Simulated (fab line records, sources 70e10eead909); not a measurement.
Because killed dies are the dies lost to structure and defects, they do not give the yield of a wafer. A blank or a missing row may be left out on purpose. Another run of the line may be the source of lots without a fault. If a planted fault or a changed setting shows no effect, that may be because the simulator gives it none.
The tool behind it: which one? | flow nand-harc | 36 wafers from 13 lots sampled at 6 of the route's 1302 steps

WHAT THE GAUGES READ, wafer by wafer
NHARC_A_ONON_D2_THK_MEAS_11: measures by ellipsometry. Usual: 1004 nm for thk-nm, sd 9.6.
lot  | measured     | on            | thk-nm (nm)    | flag
L314 | day 13 19:40 | film-metro-01 | 1011 1011 1014 |
L316 | day 13 19:41 | film-metro-02 | 1007 1008 1007 |
L318 | day 14 16:05 | film-metro-01 | 1009 1011 1011 |
L317 | day 14 15:51 | film-metro-02 | 996 996 996    |
L319 | day 15 03:58 | film-metro-01 | 1021 1020 1019 |
L321 | day 15 20:01 | film-metro-01 | 1007 1008 1010 |
L323 | day 16 23:56 | film-metro-01 | 1014 1012 1013 |
L325 | day 18 03:25 | film-metro-02 | 992 992 991    |
L327 | day 18 14:50 | film-metro-01 | 1005 1004 1003 |
L330 | day 19 22:45 | film-metro-02 | 1003 1002      |
L331 | day 20 06:52 | film-metro-02 | 1004 1006      |
L333 | day 20 19:56 | film-metro-02 | 1014 1016      |
L334 | day 21 09:49 | film-metro-01 | 1010 1013 1011 |

NHARC_A_ONON_D2_THK_MEAS_21: measures by ellipsometry. Usual: 1001 nm for thk-nm, sd 10.
lot  | measured     | on            | thk-nm (nm)    | flag
L314 | day 14 04:24 | film-metro-01 | 996 996 997    |
L316 | day 14 04:32 | film-metro-02 | 1009 1010 1010 |
L318 | day 15 00:23 | film-metro-01 | 977 976 977    |
L317 | day 15 00:22 | film-metro-01 | 999 1000 999   |
L319 | day 15 15:29 | film-metro-01 | 1012 1011 1014 |
L321 | day 16 04:41 | film-metro-02 | 989 990 989    |
L323 | day 17 08:47 | film-metro-01 | 1021 1021 1022 |
L325 | day 18 11:55 | film-metro-01 | 1010 1009 1010 |
L327 | day 18 23:59 | film-metro-02 | 994 996 995    |
L330 | day 20 09:52 | film-metro-02 | 1557 1559      | OFF
L331 | day 20 15:43 | film-metro-01 | 1568 1570      | OFF
L333 | day 21 04:20 | film-metro-02 | 1574 1575      | OFF
L334 | day 21 18:20 | film-metro-01 | 1011 1011 1010 |

NHARC_END_SORT_01. Usual: killed-at-array 57, standard deviation 18; killed-at-other 0.9, standard deviation 1.3; killed-at-periphery 3.5, standard deviation 2.2; killed-dies 62, standard deviation 18; killed-open 3.0, standard deviation 1.7; killed-short 2.3, standard deviation 1.5.
lot  | measured     | on        | killed-at-array | killed-at-other | killed-at-periphery | killed-dies | killed-open | killed-short | flag
L330 | day 31 13:04 | prober-01 | 672 666         | 0 0             | 5 11                | 677 677     | 1 2         | 1 1          | OFF
L331 | day 31 20:43 | prober-02 | 675 674         | 1 1             | 1 2                 | 677 677     | 4 6         | 2 0          | OFF
L333 | day 32 17:49 | prober-01 | 673 674         | 0 1             | 4 2                 | 677 677     | 4 3         | 1 3          | OFF

WHICH TOOL RAN EACH LOT (tool, then ch and the chambers of the sampled wafers, then the start)
lot  | NHARC_A_CHANNEL_FILL_D1_ETCHBACK_19 | NHARC_A_DECK1_JOINT_ETCHBACK_00  | NHARC_A_ONON_D2_DEP_19
L314 | rie-si-05 ch 0,3, day 11 01:17      | rie-si-04 ch 0,1,3, day 12 11:19 | pecvd-onon-02 ch 0, day 14 03:53
L316 | rie-si-05 ch 0,1,2, day 11 09:04    | rie-si-06 ch 0,1, day 12 19:43   | pecvd-onon-01 ch 0, day 14 04:11
L318 | rie-si-03 ch 2,3, day 11 21:11      | rie-si-06 ch 2,3, day 13 09:16   | pecvd-onon-02 ch 0, day 15 00:00
L317 | rie-si-02 ch 0,1,2, day 11 21:12    | rie-si-04 ch 0,1, day 13 09:16   | pecvd-onon-01 ch 0, day 14 23:52
L319 | rie-si-05 ch 2,3, day 12 14:31      | rie-si-01 ch 0,1,2, day 14 02:22 | pecvd-onon-01 ch 0, day 15 15:02
L321 | rie-si-03 ch 0,3, day 13 04:58      | rie-si-06 ch 1,2, day 14 15:29   | pecvd-onon-03 ch 0, day 16 04:14
L323 | rie-si-05 ch 0,1,3, day 14 14:40    | rie-si-04 ch 1,3, day 16 01:46   | pecvd-onon-01 ch 0, day 17 08:20
L325 | rie-si-03 ch 0,2,3, day 15 06:52    | rie-si-04 ch 1,2,3, day 16 17:15 | pecvd-onon-01 ch 0, day 18 11:24
L327 | rie-si-03 ch 1,3, day 16 02:43      | rie-si-01 ch 0,2,3, day 17 13:52 | pecvd-onon-03 ch 0, day 18 23:32
L330 | rie-si-05 ch 1, day 17 09:13        | rie-si-01 ch 0, day 18 23:53     | pecvd-onon-03 ch 0, day 20 09:22
L331 | rie-si-05 ch 1,3, day 17 18:04      | rie-si-01 ch 0,3, day 19 05:25   | pecvd-onon-03 ch 0, day 20 15:13
L333 | rie-si-03 ch 0,1, day 18 07:26      | rie-si-04 ch 2,3, day 19 21:35   | pecvd-onon-03 ch 0, day 21 03:50
L334 | rie-si-02 ch 2,3, day 18 19:53      | rie-si-01 ch 1,2,3, day 20 06:22 | pecvd-onon-01 ch 0, day 21 17:49
- NHARC_A_CHANNEL_FILL_D1_ETCHBACK_19: etches the open film in HBr/Cl2, target depth 5 nm, time 1.7 s.
- NHARC_A_DECK1_JOINT_ETCHBACK_00: etches the open film in HBr, target depth 30 nm, time 17.4 s.
- NHARC_A_ONON_D2_DEP_19: target thk 1000 nm.

AS READ BY THE TOOLS THEMSELVES (means over the sampled wafers that have a number; for cases with no such wafer, the mark the record gives instead)
NHARC_A_CHANNEL_FILL_D1_ETCHBACK_19. Usual: drypump-motor-current-A 6.0 A, standard deviation 0.45; oes-product-au 1.000 a.u., standard deviation 0.0088; throttle-valve-pct 26.406 %, standard deviation 0.0089.
lot  | tool      | drypump-motor-current-A (A) | oes-product-au (a.u.) | throttle-valve-pct (%) | flag
L314 | rie-si-05 | 6.5                         | 1.003                 | 26.405                 |
L316 | rie-si-05 | 5.9                         | 1.000                 | 26.404                 |
L318 | rie-si-03 | 5.6                         | 0.989                 | 26.401                 |
L317 | rie-si-02 | 5.8                         | 1.002                 | 26.409                 |
L319 | rie-si-05 | 6.3                         | 1.008                 | 26.401                 |
L321 | rie-si-03 | 6.1                         | 0.995                 | 26.398                 |
L323 | rie-si-05 | 6.1                         | 0.997                 | 26.411                 |
L325 | rie-si-03 | 5.9                         | 0.999                 | 26.404                 |
L327 | rie-si-03 | 6.4                         | 0.999                 | 26.401                 |
L330 | rie-si-05 | 5.3                         | 1.007                 | 26.416                 |
L331 | rie-si-05 | 5.9                         | 1.008                 | 26.412                 |
L333 | rie-si-03 | 6.3                         | 1.010                 | 26.401                 |
L334 | rie-si-02 | 6.0                         | 1.017                 | 26.403                 |

NHARC_A_DECK1_JOINT_ETCHBACK_00. Usual: drypump-motor-current-A 5.8 A, standard deviation 0.36; oes-product-au 0.998 a.u., standard deviation 0.011; throttle-valve-pct 23.266 %, standard deviation 0.0089.
lot  | tool      | drypump-motor-current-A (A) | oes-product-au (a.u.) | throttle-valve-pct (%) | flag
L314 | rie-si-04 | 5.9                         | 0.996                 | 23.267                 |
L316 | rie-si-06 | 6.4                         | 0.988                 | 23.267                 |
L318 | rie-si-06 | 5.9                         | 0.997                 | 23.259                 |
L317 | rie-si-04 | 5.9                         | 1.000                 | 23.266                 |
L319 | rie-si-01 | 5.5                         | 1.008                 | 23.260                 |
L321 | rie-si-06 | 6.2                         | 1.004                 | 23.262                 |
L323 | rie-si-04 | 5.9                         | 0.993                 | 23.267                 |
L325 | rie-si-04 | 5.9                         | 1.009                 | 23.264                 |
L327 | rie-si-01 | 5.6                         | 0.998                 | 23.268                 |
L330 | rie-si-01 | 5.6                         | 0.986                 | 23.276                 |
L331 | rie-si-01 | 5.6                         | 1.000                 | 23.257                 |
L333 | rie-si-04 | 6.0                         | 0.994                 | 23.254                 |
L334 | rie-si-01 | 5.4                         | 0.990                 | 23.264                 |

THE ANSWER, worked out from the rows above alone
Rule: lot off if the mean of its wafers having a number is beyond 3 standard deviations from the usual mean. A lot without any number at a reading at which 4 lots or more have one is off too. All remaining lots with rows at the step are treated as sound. After the gauges, taken in route order, come the tools' own readings; for these a lot's mean is taken, as printed above. At the first step where some lot is off, the reading lying furthest off is the one used; lots without a number count as furthest.
Off at NHARC_A_ONON_D2_THK_MEAS_21 (thk-nm): L330, L331, L333.
If a tool, at a process step before that reading, ran all the lots that are off and no sound lot after the first of them, it fits. Not tried: the gauges at NHARC_A_ONON_D2_THK_MEAS_21; whatever is off there is also off at NHARC_END_SORT_01, on other tools, and gauge error can't account for it. One fits: NHARC_A_ONON_D2_DEP_19 on pecvd-onon-03. Its last sound lot is L327 (day 18 23:32), its first lot that is off L330 (day 20 09:22): a fault that began between those two fits.

WHAT HAD BEEN PUT IN BY THE SIMULATOR
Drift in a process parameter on pecvd-onon-03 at NHARC_A_ONON_D2_DEP_19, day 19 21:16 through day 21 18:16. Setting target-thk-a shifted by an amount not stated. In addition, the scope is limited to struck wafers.
Shown lots that were struck: L330, L331, L333. The rule above reached the same finding.
